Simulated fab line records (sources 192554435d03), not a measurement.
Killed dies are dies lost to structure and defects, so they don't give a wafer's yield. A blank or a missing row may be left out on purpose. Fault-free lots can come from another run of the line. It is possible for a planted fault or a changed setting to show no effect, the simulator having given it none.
Code-filled problem report in 8D (eight disciplines) form / flow n5 finfet / the parts of the form that need people (team, actions taken, sign-off) are left out

1. THE ISSUE
At N5_GATE_CUT_ETCH_56, rf fwd power W averages 742.4 W over 3 wafers from 2 lots, while fault-free wafers read 596.7 W, standard deviation 2.4. That is +61 standard deviations from the usual mean.
The step: etches TiN in Cl2/Ar, target depth 21.6 nm.
Earliest sighting: wafer L215.2 on rie metal-03 at day 6 07:28. The record has a number at this step for 17 wafers belonging to 6 lots. By rule, "out" or "out of limits" means more than 4 standard deviations away from the usual mean. The rest of the wafers with a number are treated as sound.

2. WHAT IT IS, WHAT IT ISN'T
question=which readings at this step | is=rf fwd power W | is not=drypump motor current A, oes product au, throttle valve pct
question=which lots | is=L215, L217 | is not=L207, L212, L214, L222
question=which wafers of those lots | is=L215.2, L215.5, L217.5 | is not=L217.1, L217.6
question=read on which tools | is=rie metal-03 | is not=rie metal-01, rie metal-02
question=when | is=from day 6 07:28 | is not=up to then (9 sound wafers); but 5 sound wafers of L217, L222 came after

3. WHAT RULES OUT EACH SUSPECT
Counting: any tool at a process step up to the reading remains a suspect provided it ran every lot that is out. Sound lots after the first of them don't rule it out here, since some wafers of a struck lot are sound.
- rie metal-03 at N5_HKMG_FIN_ETCHBACK_68 (etches the open film in Cl2/Ar, stops on HfO2, target depth 0.5 nm): kept. It ran every lot that is out, first L215 (day 6 05:33); its last sound lot up to then is L214 (day 6 02:17).
- ald metal-02 at N5_HKMG_FIN_ALD_21 (deposits TiN, target thk 1.5 nm, pulse time 1 s, purge time 3 s): kept. It ran every lot that is out, first L215 (day 6 06:04); its last sound lot up to then is L207 (day 4 13:23).
- rie metal-03 at N5_GATE_CUT_ETCHBACK_00 (etches W in SF6/Cl2): kept. It ran every lot that is out, first L215 (day 6 07:21); its last sound lot up to then is L212 (day 5 18:45).
- rie metal-03 at N5_GATE_CUT_ETCH_56 (etches TiN in Cl2/Ar, target depth 21.6 nm): kept. It ran every lot that is out, first L215 (day 6 07:28); its last sound lot up to then is L212 (day 5 18:52). Out on those wafers are its own readings of rf fwd power W.
- Within ald metal-02 at N5_HKMG_FIN_ALD_21: the wafers that are out ran in chambers 0, 1, 3; their sound lot-mates ran in chamber 2.
- Within rie metal-03 at N5_GATE_CUT_ETCHBACK_00, the wafers that are out were processed in chamber 1 and their sound lot-mates in chamber 0.
- Within rie metal-03 at N5_GATE_CUT_ETCH_56, the wafers that are out were processed in chamber 1 and their sound lot-mates in chamber 0.
Left after counting: rie metal-03 at N5_HKMG_FIN_ETCHBACK_68, ald metal-02 at N5_HKMG_FIN_ALD_21, rie metal-03 at N5_GATE_CUT_ETCHBACK_00, rie metal-03 at N5_GATE_CUT_ETCH_56.

4. THE CAUSE (what the simulator had put in)
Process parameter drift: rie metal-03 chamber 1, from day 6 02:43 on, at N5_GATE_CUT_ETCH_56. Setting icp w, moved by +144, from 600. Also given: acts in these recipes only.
4 suspects survive the count, and this tool is in that group.

5. THE EFFECT CHAIN, in route order
One row per reading whose mean, taken over the struck wafers that have a number, lies over 3 standard deviations from the usual. Only readings whose record carries a usual standard deviation are examined. hours: median over the lots of the time between each lot's start at the first step of this table that gives one and its start at this step. sigmas: the change, counted in usual standard deviations.
hours=0; step=N5_GATE_CUT_ETCH_56; reading=rf fwd power W; usual=596.7 W; on struck wafers=742.4; change=+145.7; sigmas=+61
Its process steps:
- N5_GATE_CUT_ETCH_56: etches TiN in Cl2/Ar, target depth 21.6 nm.
Later measuring or inspecting steps at which every struck wafer that the step has a row for has a number for every such reading, and none has moved that far: N5_BEOL_M4_RC_MEAS_101.

6. HOW IT WOULD HAVE BEEN CAUGHT EARLIER
The fault began at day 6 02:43; the first out-of-limits reading in this record came at day 6 07:28, 5 hours later.
